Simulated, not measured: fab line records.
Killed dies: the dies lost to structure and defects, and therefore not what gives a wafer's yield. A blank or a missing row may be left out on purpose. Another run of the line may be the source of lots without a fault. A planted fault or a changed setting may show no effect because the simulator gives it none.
fab line records	flow n5Finfet
[record] lots = 6	wafers = 18	lastDay = 17
route steps=1938 shown BEOL_M3@962 BEOL_M4@1111 PASSIVATION@1936
lots untouched by any fault: they come from a run of this same line in which no faults occurred
startH: hours from the record's first day to the start of the lot's first wafer shown	waitH: hours since the lot's step before	" as in the row above	L1.1+2: one row covering several wafers at once	- no value present, or no start provided	* or withheld: withheld	< > ~ a bound
route shown NAME@n: NAME is a module with steps in the file, n the number in the route of the first one	usual: the fault-free wafers' mean and standard deviation	same: alike in all rows	chamber/n: place in a boat	sites: per-site readings	_std_site: standard deviation of those values	_edge_site: inner sites' mean taken away from outer sites' mean	radiusMm: how far each site lies from the wafer's centre	mask NAME#n: copy n	behind: the most recent tool/chamber to have shaped the wafer	hold: why the lot went on hold/how many hours it stayed there/how the hold came to an end	device: transistor that didn't switch, given as n, p or np	end of line: tests run on the same wafers once the route is complete	a step given without rows: its recipe and nothing more	killed: the dies lost at the first sort to structure and to defects; this is not the yield of the wafer	map: a wafer's dies, x killed, . not, _ none there
set.NAME: the setting that was run; set.NAME@STEP: the one run at that earlier step	model.NAME: the simulator's own value behind a step, which no gauge read
a table for each step, a row for each wafer; lots at some steps of the route
services: when a tool's chamber went out of use (startH, in hours from the record's first day, below 0 if earlier), for how many hours, and the reason
[[steps]]
[step N5_BEOL_M3_SOFTBAKE_23]
[recipe] tempC = 110	timeS = 60	resist = CAR-EUV
[step N5_BEOL_M3_EXPOSE_25]
[recipe] maskId = V2	na = 0.33	sourceShape = quasar	sigmaInner = 0.2	sigmaOuter = 0.8	polarization = unpolarized	defocusNm = 5	doseMj = 63
[step N5_BEOL_M3_PEB_26]
[recipe] pebTempC = 100	pebTimeS = 60	resist = CAR-EUV
[step N5_BEOL_M3_DEVELOP_27]
[recipe] developTimeS = 30	developer = TMAH	resist = CAR-EUV	rinseLiquid = surfactantRinse	dry = airSpin	devTempC = 23
[step N5_BEOL_M3_CD_MEAS_28]
[recipe] targetCdNm = 25.7	landingEnergyEv = 500	detector = seInlens	targetCdYNm = 23.3	polarity = opening
[usual] cdNm = 25.72/0.23
lot.wafer	tool	chamber	startH	waitH	cdNm
L935.1	cdSem-02	0	151.30	-	25.45
L935.2	"	0	"	"	26.08
L935.3	"	0	"	"	26.12
L943.1	cdSem-03	0	209.30	-	25.62
L943.5	"	0	"	"	25.67
L943.6	"	0	"	"	25.91
L944.2	cdSem-01	0	211.84	-	25.92
L944.3	"	0	"	"	25.48
L944.5	"	0	"	"	25.96
L946.1	cdSem-02	0	228.62	-	25.99
L946.2	"	0	"	"	25.90
L946.3	"	0	"	"	25.52
L951.1	cdSem-01	0	256.12	-	25.66
L951.5	"	0	"	"	25.60
L951.6	"	0	"	"	25.71
L954.1	cdSem-02	0	277.98	-	25.55
L954.3	"	0	"	"	26.25
L954.6	"	0	"	"	25.72
[step N5_BEOL_M3_OVL_MEAS_29]
[recipe] pointsPerWafer = 522
[usual] V2_OVL = 0.0/0.67
lot.wafer	tool	chamber	startH	waitH	V2_OVL[nm]
L935.1	overlay-02	0	151.33	0.0	0.3
L935.2	"	0	"	"	-0.4
L935.3	"	0	"	"	0.7
L943.1	overlay-01	0	209.33	0.0	0.3
L943.5	"	0	"	"	0.2
L943.6	"	0	"	"	0.9
L944.2	overlay-01	0	211.87	0.0	1.1
L944.3	"	0	"	"	0.4
L944.5	"	0	"	"	1.0
L946.1	overlay-01	0	228.65	0.0	-0.7
L946.2	"	0	"	"	-0.4
L946.3	"	0	"	"	0.3
L951.1	overlay-02	0	256.15	0.0	-0.3
L951.5	"	0	"	"	-0.3
L951.6	"	0	"	"	0.1
L954.1	overlay-02	0	278.01	0.0	-0.6
L954.3	"	0	"	"	-0.7
L954.6	"	0	"	"	1.2
[step N5_BEOL_M3_INSPECT_30]
[recipe] mode = adi	inspectInstrument = brightfield
[usual] rawDefectCount = 435/88
lot.wafer	tool	chamber	startH	waitH	rawDefectCount
L935.1	defectInspect-01	-	151.39	0.1	289
L935.2	"	-	"	"	317
L935.3	"	-	"	"	368
L943.1	defectInspect-02	-	209.39	0.1	425
L943.5	"	-	"	"	314
L943.6	"	-	"	"	360
L944.2	defectInspect-02	-	212.14	0.3	497
L944.3	"	-	"	"	305
L944.5	"	-	"	"	448
L946.1	defectInspect-02	-	228.70	0.1	472
L946.2	"	-	"	"	464
L946.3	"	-	"	"	419
L951.1	defectInspect-02	-	256.21	0.1	563
L951.5	"	-	"	"	405
L951.6	"	-	"	"	525
L954.1	defectInspect-01	-	278.07	0.1	478
L954.3	"	-	"	"	514
L954.6	"	-	"	"	501
[step N5_BEOL_M3_DESCUM_33]
[recipe] chemistry = O2	timeS = 7	sourcePowerW = 50	biasPowerW = 20	pressureMtorr = 20	rfFrequencyHz = 2.712e+07	tempC = 40	resist = CAR-EUV	o2FlowSccm = 225
[usual] chamberPressureMTorr = 20.001/0.021	drypumpMotorCurrentA = 5.9/0.4	o2FlowSccm = 225.1/0.75	oesProductAu = 0.79/0.085	rfVppV = 243.1/1.6	showerheadPlenumPTorr = 2.09/0.078	throttleValvePct = 20.49/0.25
lot.wafer	tool	chamber	startH	waitH	chamberPressureMTorr	drypumpMotorCurrentA	o2FlowSccm	oesProductAu	rfHoursCounterH	rfVppV	showerheadPlenumPTorr	throttleValvePct
L935.1	rieDiel-04	1	151.42	0.0	20.001	5.3	224.5	0.80	115	242.5	2.02	20.26
L935.2	"	3	"	"	20.036	6.4	224.9	0.78	129	241.5	1.93	20.60
L935.3	"	0	"	"	20.010	5.9	223.8	0.77	140	242.4	2.02	20.20
L943.1	rieDiel-04	2	209.42	0.0	20.005	6.2	224.9	0.98	7	242.0	2.06	20.09
L943.5	"	2	"	"	20.006	6.2	225.5	0.96	-	242.7	2.06	20.08
L943.6	"	3	"	"	20.017	6.4	225.7	0.77	-	242.2	1.93	20.64
L944.2	rieDiel-06	3	212.18	0.0	19.976	6.2	224.8	0.76	144	244.3	2.10	20.68
L944.3	"	1	"	"	20.016	6.2	225.2	0.89	29	243.1	2.14	20.68
L944.5	"	2	"	"	20.004	6.2	224.5	0.68	-	245.2	2.16	20.77
L946.1	rieDiel-06	3	228.74	0.0	20.036	6.2	225.3	0.77	148	244.0	2.10	20.69
L946.2	"	0	"	"	19.969	6.1	224.8	0.76	158	244.4	2.10	20.68
L946.3	"	1	"	"	19.993	6.2	225.3	0.89	33	243.4	2.14	20.71
L951.1	rieDiel-04	2	256.24	0.0	20.032	6.2	223.9	0.93	24	240.7	2.06	20.09
L951.5	"	2	"	"	19.973	6.3	224.6	0.94	-	242.9	2.06	20.10
L951.6	"	0	"	"	19.954	5.9	225.8	0.75	-	242.4	2.00	20.27
L954.1	rieDiel-04	2	278.10	0.0	20.016	6.3	223.7	0.91	31	241.5	2.05	20.12
L954.3	"	3	"	"	20.004	6.5	225.6	0.76	168	240.7	1.92	20.65
L954.6	"	2	"	"	20.015	6.3	224.4	0.92	-	242.8	2.05	20.12
[step N5_BEOL_M3_ETCH_77]
[recipe] chemistry = N2/H2	target = underlayer	targetDepthA = 65	maskMaterial = CAR-EUV	timeS = 5.2	ionEnergyEv = 200	pressureMtorr = 30	sourceW = 840	biasW = 150	n2FlowSccm = 200	h2FlowSccm = 200	ends = cleared
[usual] chamberPressureMTorr = 29.99/0.043	drypumpMotorCurrentA = 5.9/0.4	etchRfOnTimeS = 5.21/0.1	oesProductAu = 0.67/0.073	rfVppV = 523.7/2.8	showerheadPlenumPTorr = 2.54/0.098	throttleValvePct = 17.95/0.27
lot.wafer	tool	chamber	startH	waitH	chamberPressureMTorr	drypumpMotorCurrentA	etchRfOnTimeS	oesProductAu	rfHoursCounterH	rfVppV	showerheadPlenumPTorr	throttleValvePct
L935.1	rieDiel-04	1	151.46	0.0	30.04	5.3	5.12	0.68	115	522.2	2.45	17.59
L935.2	"	3	"	"	29.99	6.4	5.18	0.66	129	519.3	2.35	18.10
L935.3	"	0	"	"	29.98	5.9	5.22	0.65	140	521.1	2.44	17.66
L943.1	rieDiel-04	2	209.46	0.0	29.99	6.2	5.16	0.83	7	522.0	2.50	17.57
L943.5	"	2	"	"	30.00	6.2	5.20	0.83	-	522.6	2.50	17.56
L943.6	"	3	"	"	30.03	6.4	5.19	0.65	-	518.5	2.35	18.15
L944.2	rieDiel-06	3	212.22	0.0	30.04	6.2	5.24	0.66	144	524.8	2.55	18.05
L944.3	"	1	"	"	29.98	6.2	5.01	0.77	29	525.1	2.61	18.13
L944.5	"	2	"	"	30.05	6.2	5.37	0.57	-	526.4	2.62	18.24
L946.1	rieDiel-06	3	228.77	0.0	30.02	6.2	5.24	0.65	148	523.4	2.54	18.04
L946.2	"	0	"	"	29.98	6.2	5.21	0.65	158	525.4	2.54	18.04
L946.3	"	1	"	"	29.97	6.2	5.07	0.75	33	525.1	2.60	18.13
L951.1	rieDiel-04	2	256.28	0.0	29.99	6.3	5.15	0.77	24	523.4	2.49	17.57
L951.5	"	2	"	"	30.01	6.3	5.17	0.78	-	522.8	2.49	17.60
L951.6	"	0	"	"	30.04	5.9	5.23	0.61	-	520.8	2.43	17.70
L954.1	rieDiel-04	2	278.14	0.0	29.96	6.2	5.07	0.78	31	521.6	2.49	17.59
L954.3	"	3	"	"	29.94	6.4	5.19	0.64	168	516.6	2.34	18.20
L954.6	"	2	"	"	30.08	6.2	5.11	0.78	-	519.9	2.49	17.62
[step N5_BEOL_M3_ETCH_69]
[recipe] chemistry = CF4	target = SiARC	targetDepthA = 156	maskMaterial = CAR-EUV	timeS = 26	ionEnergyEv = 80	pressureMtorr = 40	sourceW = 545	biasW = 36	Ar_flow_sccm = 100	cf4FlowSccm = 100	ends = cleared
[usual] chamberPressureMTorr = 39.99/0.034	drypumpMotorCurrentA = 5.9/0.4	etchRfOnTimeS = 26.0/0.47	oesProductAu = 0.67/0.074	rfVppV = 184.1/1.2	showerheadPlenumPTorr = 2.13/0.075	throttleValvePct = 15.66/0.25
lot.wafer	tool	chamber	startH	waitH	chamberPressureMTorr	drypumpMotorCurrentA	etchRfOnTimeS	oesProductAu	rfHoursCounterH	rfVppV	showerheadPlenumPTorr	throttleValvePct
L935.1	rieDiel-04	1	151.47	0.0	40.01	5.2	25.6	0.68	115	182.2	2.08	15.49
L935.2	"	3	"	"	39.95	6.4	25.8	0.66	129	181.3	1.98	15.75
L935.3	"	0	"	"	39.97	5.9	25.9	0.65	140	183.3	2.06	15.40
L943.1	rieDiel-04	2	209.47	0.0	39.95	6.2	25.7	0.83	7	183.8	2.10	15.14
L943.5	"	2	"	"	39.99	6.2	25.8	0.83	-	185.7	2.10	15.15
L943.6	"	3	"	"	39.98	6.4	26.2	0.64	-	181.9	1.98	15.78
L944.2	rieDiel-06	3	212.23	0.0	39.88	6.2	25.8	0.66	145	185.1	2.15	15.83
L944.3	"	1	"	"	39.98	6.2	24.9	0.76	29	186.1	2.18	15.72
L944.5	"	2	"	"	40.05	6.2	26.9	0.58	-	183.9	2.20	15.98
L946.1	rieDiel-06	3	228.79	0.0	39.97	6.2	25.9	0.66	148	183.8	2.15	15.83
L946.2	"	0	"	"	39.96	6.1	25.6	0.65	158	183.4	2.14	15.83
L946.3	"	1	"	"	40.06	6.2	25.0	0.76	33	184.1	2.18	15.74
L951.1	rieDiel-04	2	256.29	0.0	40.01	6.2	25.8	0.78	24	183.0	2.10	15.15
L951.5	"	2	"	"	40.04	6.2	25.5	0.80	-	184.5	2.10	15.16
L951.6	"	0	"	"	40.01	5.8	26.1	0.63	-	182.9	2.05	15.46
L954.1	rieDiel-04	2	278.15	0.0	39.98	6.2	25.6	0.77	31	184.7	2.09	15.18
L954.3	"	3	"	"	40.05	6.4	26.1	0.63	168	181.3	1.97	15.83
L954.6	"	2	"	"	39.94	6.3	25.7	0.78	-	183.7	2.09	15.16
[step N5_BEOL_M3_ALD_98]
[recipe] material = SiO2	targetThkA = 25	tempC = 100	aldPrecursorFamily = BDEAS	aldCoReactant = O2-plasma	pulseTimeS = 1	coReactantPulseTimeS = 1	purgeTimeS = 2	coReactantPurgeTimeS = 2	aldCycles = 17	pressureTorr = 2
[usual] chamberPressureTorr = 2.000/0.0047	heaterPowerW = 77/7.1	precursorPulseHeightRel = 1.002/0.022
[same] purgeTimeS = 2
lot.wafer	tool	chamber	startH	waitH	chamberPressureTorr	heaterPowerW	precursorPulseHeightRel
L935.1	aldSin-03	2	151.56	0.1	1.998	69	0.989
L935.2	"	3	"	"	2.000	69	0.999
L935.3	"	0	"	"	1.998	79	0.972
L943.1	aldSin-03	1	209.88	0.4	2.006	76	1.017
L943.5	"	1	"	"	2.002	75	0.989
L943.6	"	2	"	"	2.001	70	1.033
L944.2	aldSin-03	0	212.32	0.1	2.000	79	1.012
L944.3	"	1	"	"	2.004	78	0.971
L944.5	"	1	"	"	2.000	78	1.000
L946.1	aldSin-01	3	229.16	0.3	1.996	80	1.023
L946.2	"	1	"	"	1.997	83	1.021
L946.3	"	0	"	"	1.989	67	0.989
L951.1	aldSin-01	0	256.38	0.1	1.994	69	1.044
L951.5	"	0	"	"	1.996	67	0.981
L951.6	"	1	"	"	2.003	87	0.992
L954.1	aldSin-03	2	278.72	0.5	2.001	70	1.024
L954.3	"	3	"	"	2.002	68	1.002
L954.6	"	0	"	"	2.005	81	0.996
[step N5_BEOL_M3_ETCHBACK_99]
[recipe] chemistry = CHF3	target = SiO2	targetDepthA = 50	timeS = 10.4	sourceW = 215	biasW = 47	Ar_flow_sccm = 200	CHF3_flow_sccm = 12	ionEnergyEv = 100	pressureMtorr = 30
[usual] chamberPressureMTorr = 29.999/0.03	drypumpMotorCurrentA = 6.0/0.39	oesProductAu = 0.79/0.087	rfVppV = 241.0/2.8	showerheadPlenumPTorr = 2.11/0.088	throttleValvePct = 17.05/0.26
lot.wafer	tool	chamber	startH	waitH	chamberPressureMTorr	drypumpMotorCurrentA	oesProductAu	rfHoursCounterH	rfVppV	showerheadPlenumPTorr	throttleValvePct
L935.1	rieDiel-04	3	152.16	0.6	29.985	6.4	0.78	129	237.1	1.98	17.19
L935.2	"	2	"	"	30.013	6.2	0.69	247	242.9	2.12	17.06
L935.3	"	0	"	"	29.971	5.9	0.76	140	240.9	2.06	16.81
L943.1	rieDiel-04	1	224.06	14.1	30.005	5.3	0.78	136	236.9	2.08	16.99
L943.5	"	3	"	"	29.988	6.4	0.77	-	237.4	1.98	17.23
L943.6	"	2	"	"	29.987	6.2	0.97	-	242.7	2.11	16.62
L944.2	rieDiel-05	3	224.14	11.8	30.054	5.7	0.96	4	241.1	2.29	16.68
L944.3	"	2	"	"	30.001	5.1	0.80	109	240.9	2.16	17.17
L944.5	"	2	"	"	29.963	5.1	0.81	-	241.6	2.16	17.18
L946.1	rieDiel-04	3	232.28	3.1	30.045	6.4	0.76	149	238.3	1.98	17.27
L946.2	"	2	"	"	30.030	6.2	0.94	14	242.7	2.11	16.64
L946.3	"	0	"	"	30.007	5.9	0.75	162	242.0	2.05	16.86
L951.1	rieDiel-04	0	261.77	5.3	29.979	5.9	0.74	175	242.6	2.05	16.89
L951.5	"	3	"	"	29.988	6.4	0.75	-	237.5	1.97	17.25
L951.6	"	0	"	"	29.984	5.9	0.73	-	241.6	2.05	16.89
L954.1	rieDiel-04	2	291.64	12.9	30.035	6.2	0.90	35	243.4	2.10	16.67
L954.3	"	1	"	"	30.041	5.3	0.77	152	237.1	2.07	17.01
L954.6	"	1	"	"	29.948	5.3	0.76	-	235.9	2.07	17.02
[step N5_BEOL_M3_ETCH_70]
[recipe] chemistry = N2/H2	target = SOC	targetDepthA = 800	overetchA = 160	maskMaterial = SiARC	tempC = 40	timeS = 120	ionEnergyEv = 200	pressureMtorr = 30	sourceW = 840	biasW = 150	n2FlowSccm = 200	h2FlowSccm = 200
[usual] chamberPressureMTorr = 30.00/0.035	drypumpMotorCurrentA = 6.0/0.39	oesProductAu = 0.60/0.062	rfVppV = 523/3	runLengthS = 143.3/0.46	showerheadPlenumPTorr = 2.50/0.11	throttleValvePct = 17.86/0.28
lot.wafer	tool	chamber	startH	waitH	chamberPressureMTorr	drypumpMotorCurrentA	oesProductAu	rfHoursCounterH	rfVppV	runLengthS	showerheadPlenumPTorr	throttleValvePct	model.SiARC_of_BEOL_M3_COAT_68.thkNm
L935.1	rieDiel-04	3	152.19	0.0	29.99	6.4	0.60	129	518	142.8	2.35	18.11	6.4
L935.2	"	2	"	"	30.00	6.3	0.53	247	523	143.2	2.50	17.96	6.4
L935.3	"	0	"	"	29.97	5.9	0.59	140	521	143.8	2.44	17.60	6.4
L943.1	rieDiel-04	1	224.10	0.0	29.99	5.3	0.59	136	521	142.6	2.44	17.57	6.4
L943.5	"	3	"	"	30.02	6.4	0.59	-	518	142.8	2.34	18.14	6.4
L943.6	"	2	"	"	29.99	6.3	0.72	-	521	143.0	2.50	17.55	6.2
L944.2	rieDiel-05	3	224.17	0.0	29.97	5.8	0.73	4	529	144.4	2.71	17.33	6.2
L944.3	"	2	"	"	30.01	5.1	0.62	109	524	143.3	2.57	18.12	6.4
L944.5	"	2	"	"	30.03	5.1	0.62	-	525	143.4	2.57	18.13	6.4
L946.1	rieDiel-04	3	232.32	0.0	30.01	6.4	0.58	149	517	142.9	2.34	18.12	6.4
L946.2	"	2	"	"	30.06	6.2	0.72	14	522	143.2	2.49	17.53	6.2
L946.3	"	0	"	"	30.00	5.9	0.57	162	523	143.9	2.43	17.64	6.4
L951.1	rieDiel-04	0	261.82	0.0	29.98	5.9	0.62	175	521	132.3	2.43	17.67	6.8
L951.5	"	3	"	"	29.96	6.5	0.58	-	518	142.9	2.34	18.15	6.4
L951.6	"	0	"	"	30.19	5.9	0.56	-	519	143.7	2.43	17.66	6.4
L954.1	rieDiel-04	2	291.68	0.0	30.03	6.2	0.76	35	522	131.9	2.49	17.56	6.8
L954.3	"	1	"	"	30.00	5.2	0.58	152	522	143.2	2.43	17.60	6.4
L954.6	"	1	"	"	30.00	5.3	0.58	-	520	142.6	2.43	17.60	6.4
[step N5_BEOL_M3_STRIP_71]
[recipe] chemistry = N2/H2	tempC = 40	n2FlowSccm = 200	h2FlowSccm = 200	rfFrequencyHz = 6e+07
[step N5_BEOL_M4_RC_MEAS_101]
[usual] DIBL_N = 36.1/1.4	DIBL_P = 36.3/1.4	IOFF_N = 0.154/0.021	IOFF_P = 0.21/0.032	ION_N = 670/8.1	ION_P = 461/7	SS_N = 71.4/0.49	SS_P = 73.3/0.5	VT_N = 250.4/2.6	VT_P = -250/3.7
lot.wafer	tool	chamber	startH	waitH	DIBL_N[mV/V]	DIBL_P[mV/V]	IOFF_N[nA/um]	IOFF_P[nA/um]	ION_N[uA/um]	ION_P[uA/um]	SS_N[mV/dec]	SS_P[mV/dec]	VT_N[mV]	VT_P[mV]
L935.1	prober-02	0	184.41	0.0	34.1	34.8	0.128	0.17	662	455	71.5	73.2	252.8	-254
L935.2	"	0	"	"	35.2	36.4	0.147	0.18	669	458	71.7	73.1	250.0	-252
L935.3	"	0	"	"	36.3	36.7	0.159	0.20	665	454	71.8	74.1	253.6	-253
L943.1	prober-02	0	244.44	0.0	38.1	38.5	0.208	0.28	686	478	72.0	74.5	246.7	-244
L943.5	"	0	"	"	38.3	39.0	0.204	0.29	683	475	71.4	74.1	244.3	-242
L943.6	"	0	"	"	37.9	37.8	0.194	0.27	684	472	72.1	74.2	245.7	-244
L944.2	prober-01	0	248.19	0.2	36.7	38.6	0.177	0.24	677	466	71.2	74.1	248.1	-249
L944.3	"	0	"	"	37.2	39.5	0.186	0.25	691	476	72.2	73.9	247.6	-246
L944.5	"	0	"	"	35.7	37.1	0.150	0.21	668	462	70.9	73.8	251.3	-248
L946.1	prober-01	0	272.23	0.0	35.8	35.7	0.164	0.23	676	470	71.8	73.5	248.6	-250
L946.2	"	0	"	"	35.5	36.3	0.156	0.24	672	465	72.1	73.7	250.4	-248
L946.3	"	0	"	"	35.2	35.6	0.144	0.22	660	462	72.0	73.2	252.3	-247
L951.1	prober-01	0	303.57	0.0	35.8	36.8	0.168	0.20	666	454	71.9	73.1	248.7	-249
L951.5	"	0	"	"	36.1	36.6	0.168	0.21	661	456	72.3	73.3	247.7	-252
L951.6	"	0	"	"	35.7	37.3	0.159	0.21	670	456	71.0	73.5	247.4	-249
L954.1	prober-01	0	311.32	0.0	33.9	35.8	0.123	0.16	667	461	71.8	73.9	254.3	-254
L954.3	"	0	"	"	33.5	34.7	0.119	0.16	664	457	70.6	72.8	254.0	-253
L954.6	"	0	"	"	34.9	36.8	0.130	0.18	656	460	71.5	73.1	254.9	-255
[step N5_PASSIVATION_PROBE_49]
[usual] defectLimitedYield = 91.0/1.6	killed_at_M0_to_M3 = 35/11	killed_at_M4_up = 14/5.1	killedAtContacts = 12/6.6	killedAtFrontEnd = 41/12	killedAtOther = 4/3	killedDies = 107/19	killedOpen = 70/15	killedShort = 35/8.5	sort_bin_5_function = 5.3/1	sort_bin_6_memory = 3.4/0.73	sortNPass = 1073/19	sortYieldPct = 91.0/1.6
[same] grossDies = 1180	killedAtBackSide = 0	sort_bin_4_leakage[%] = 0	sort_bin_8_speed[%] = 0
lot.wafer	tool	chamber	startH	waitH	defectLimitedYield[%]	killed_at_M0_to_M3	killed_at_M4_up	killedAtContacts	killedAtFrontEnd	killedAtOther	killedDies	killedOpen	killedShort	sort_bin_5_function[%]	sort_bin_6_memory[%]	sortNPass	sortYieldPct[%]
L935.1	prober-01	-	302.93	0.1	85.8	49	21	37	56	4	167	126	40	9.2	4.6	1013	85.8
L935.2	prober-01	-	302.98	0.2	86.7	72	15	17	43	10	157	107	48	6.9	5.7	1023	86.7
L935.3	prober-01	-	303.03	0.2	91.2	28	9	26	34	7	104	68	32	5.5	3.1	1076	91.2
L943.1	prober-01	-	348.21	0.0	91.9	21	21	17	35	2	96	70	21	4.6	3.1	1084	91.9
L943.5	prober-01	-	348.41	0.2	94.2	9	9	9	40	2	69	50	19	3.3	2.5	1111	94.2
L943.6	prober-01	-	348.46	0.3	91.4	25	8	15	48	6	102	67	33	3.9	4.5	1078	91.4
L951.1	prober-01	-	413.80	0.0	92.5	42	11	10	24	1	88	53	34	4.6	2.5	1092	92.5
L951.5	prober-01	-	414.00	0.2	90.1	49	17	15	35	1	117	82	33	6.4	3.2	1063	90.1
L951.6	prober-01	-	414.05	0.3	92.1	37	16	13	26	1	93	59	32	4.1	3.4	1087	92.1
L954.1	prober-02	-	415.79	0.0	93.0	45	10	2	24	2	83	55	28	4.3	2.6	1097	93.0
L954.3	prober-02	-	415.89	0.1	91.9	44	12	7	30	2	95	54	41	4.8	3.0	1085	91.9
L954.6	prober-02	-	416.04	0.3	90.3	47	11	11	44	1	114	73	41	5.0	4.2	1066	90.3
// killed by level:class
L935.1 MOL_CONTACT_COAG:geometricParticle:open=32 STI_FIN_REVEAL:geometricParticle:open=16 FIN_SAQP:geometricParticle:open=14 BEOL_M4:geometricParticle:open=14 BEOL_M2:geometricParticle:open=13 BEOL_M0_SAQP:geometricParticle:short=10 BEOL_M0_SAQP:geometricParticle:open=9 BEOL_M1:geometricParticle:open=7
L935.2 BEOL_M0_SAQP:geometricParticle:open=20 BEOL_M2:geometricParticle:open=15 MOL_CONTACT_COAG:geometricParticle:open=13 BEOL_M0_SAQP:geometricParticle:short=12 BEOL_M1:geometricParticle:open=11 GATE_CUT:geometricParticle:short=11 STI_FIN_REVEAL:geometricParticle:open=9 GATE_CUT:geometricParticle:open=7
L935.3 MOL_CONTACT_COAG:geometricParticle:open=20 STI_FIN_REVEAL:geometricParticle:open=12 BEOL_M0_SAQP:geometricParticle:short=7 BEOL_M0_SAQP:geometricParticle:open=7 BEOL_M2:geometricParticle:open=5 GATE_CUT:geometricParticle:short=5 MOL_CONTACT_COAG:geometricParticle:short=5 FIN_SAQP:geometricParticle:open=4
L943.1 MOL_CONTACT_COAG:geometricParticle:open=16 BEOL_M4:geometricParticle:open=11 DUMMY_GATE:geometricParticle:open=7 BEOL_M3:geometricParticle:open=7 BEOL_M0_SAQP:geometricParticle:open=6 FIN_SAQP:geometricParticle:short=5 FIN_SAQP:geometricParticle:open=4 STI_FIN_REVEAL:geometricParticle:open=4
L943.5 FIN_SAQP:geometricParticle:open=12 MOL_CONTACT_COAG:geometricParticle:open=9 FIN_SAQP:geometricParticle:short=7 STI_FIN_REVEAL:geometricParticle:open=5 BEOL_M3:geometricParticle:open=4 BEOL_M4:geometricParticle:open=4 STARTING-WAFER:geometricParticle:open=3 DUMMY_GATE:geometricParticle:short=2
L943.6 FIN_SAQP:geometricParticle:open=12 MOL_CONTACT_COAG:geometricParticle:open=12 FIN_SAQP:geometricParticle:short=10 DUMMY_GATE:geometricParticle:open=7 STI_FIN_REVEAL:geometricParticle:open=5 BEOL_M2:geometricParticle:open=5 BEOL_M3:geometricParticle:open=5 BEOL_M4:geometricParticle:open=5
L951.1 BEOL_M0_SAQP:geometricParticle:short=12 BEOL_M2:geometricParticle:open=9 MOL_CONTACT_COAG:geometricParticle:open=8 BEOL_M0_SAQP:geometricParticle:open=7 FIN_SAQP:geometricParticle:short=4 STI_FIN_REVEAL:geometricParticle:open=4 BEOL_M0:geometricParticle:open=4 DUMMY_GATE:geometricParticle:open=3
L951.5 MOL_CONTACT_COAG:geometricParticle:open=14 BEOL_M0_SAQP:geometricParticle:open=12 BEOL_M2:geometricParticle:open=12 STI_FIN_REVEAL:geometricParticle:open=9 BEOL_M4:geometricParticle:open=7 BEOL_M5:geometricParticle:open=6 BEOL_M1:geometricParticle:short=6 BEOL_M0:geometricParticle:open=5
L951.6 MOL_CONTACT_COAG:geometricParticle:open=11 STI_FIN_REVEAL:geometricParticle:open=10 BEOL_M0_SAQP:geometricParticle:short=8 BEOL_M2:geometricParticle:open=8 BEOL_M3:geometricParticle:short=8 BEOL_M4:geometricParticle:open=7 BEOL_M3:geometricParticle:open=5 FIN_SAQP:geometricParticle:short=3
L954.1 BEOL_M2:geometricParticle:open=10 BEOL_M1:geometricParticle:open=9 BEOL_M0_SAQP:geometricParticle:open=8 BEOL_M0_SAQP:geometricParticle:short=7 BEOL_M1:geometricParticle:short=5 STARTING-WAFER:geometricParticle:open=5 DUMMY_GATE:geometricParticle:open=4 FIN_SAQP:geometricParticle:open=3
L954.3 BEOL_M0_SAQP:geometricParticle:short=12 BEOL_M3:geometricParticle:open=12 FIN_SAQP:geometricParticle:short=8 FIN_SAQP:geometricParticle:open=8 MOL_CONTACT_COAG:geometricParticle:open=6 BEOL_M0_SAQP:geometricParticle:open=6 BEOL_M2:geometricParticle:open=5 BEOL_M3:geometricParticle:short=3
L954.6 BEOL_M0_SAQP:geometricParticle:short=21 BEOL_M0_SAQP:geometricParticle:open=19 FIN_SAQP:geometricParticle:open=10 MOL_CONTACT_COAG:geometricParticle:open=9 STARTING-WAFER:geometricParticle:open=6 FIN_SAQP:geometricParticle:short=5 GATE_CUT:geometricParticle:open=5 GATE_CUT:geometricParticle:short=4
[[services]]
tool	chamber	startH	hours	kind
rieDiel-06	1	137.33	5.4	repair
rieDiel-05	2	138.48	4.3	repair
rieDiel-06	0	155.89	3.1	repair
rieDiel-04	2	162.41	-	clean
rieDiel-04	2	162.41	-	consumableReplace:focusRing
rieDiel-04	2	162.41	17.5	scheduledDown
rieDiel-04	2	162.41	17.5	ventCycle
rieDiel-05	3	169.95	-	clean
rieDiel-05	3	169.95	-	consumableReplace:focusRing
aldSin-01	-	176.84	14.0	pm
rieDiel-04	3	179.15	9.9	repair
rieDiel-04	1	246.57	21.8	repair
rieDiel-04	2	259.91	4.9	repair
aldSin-01	3	259.93	12.7	repair
aldSin-03	-	260.61	11.5	repair
aldSin-01	1	267.94	5.0	repair
aldSin-01	2	268.90	8.1	repair
aldSin-01	0	270.73	3.2	repair
aldSin-03	-	274.91	0.5	repair
aldSin-03	-	279.95	0.5	repair
rieDiel-06	2	288.97	-	clean
rieDiel-06	2	288.97	-	consumableReplace:focusRing
rieDiel-06	2	288.97	15.6	scheduledDown
rieDiel-06	2	288.97	15.6	ventCycle
[[key]]
[firstSign] step = N5_BEOL_M3_ETCH_70	reading = runLengthS	direction = down	sigmas = 25	usual = *	struck = *
effect none on later readings
[modelEffect] step = N5_BEOL_M3_ETCH_70	value = SiARC_of_BEOL_M3_COAT_68.thkNm	without = 6.3	struck = 6.8
metAt N5_BEOL_M3_ETCH_70
struckWafers L951.1,L954.1
onsetBetween 232.32 261.82
[fault] kind = processParameterDrift	tool = rieDiel-04	chamber = -	onsetH = 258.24	steps = N5_BEOL_M3_ETCH_70	channel = timeS	offset = *	shape = step	endH = 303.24	scope = struckWafersOnly	actsIn = *	stated = *
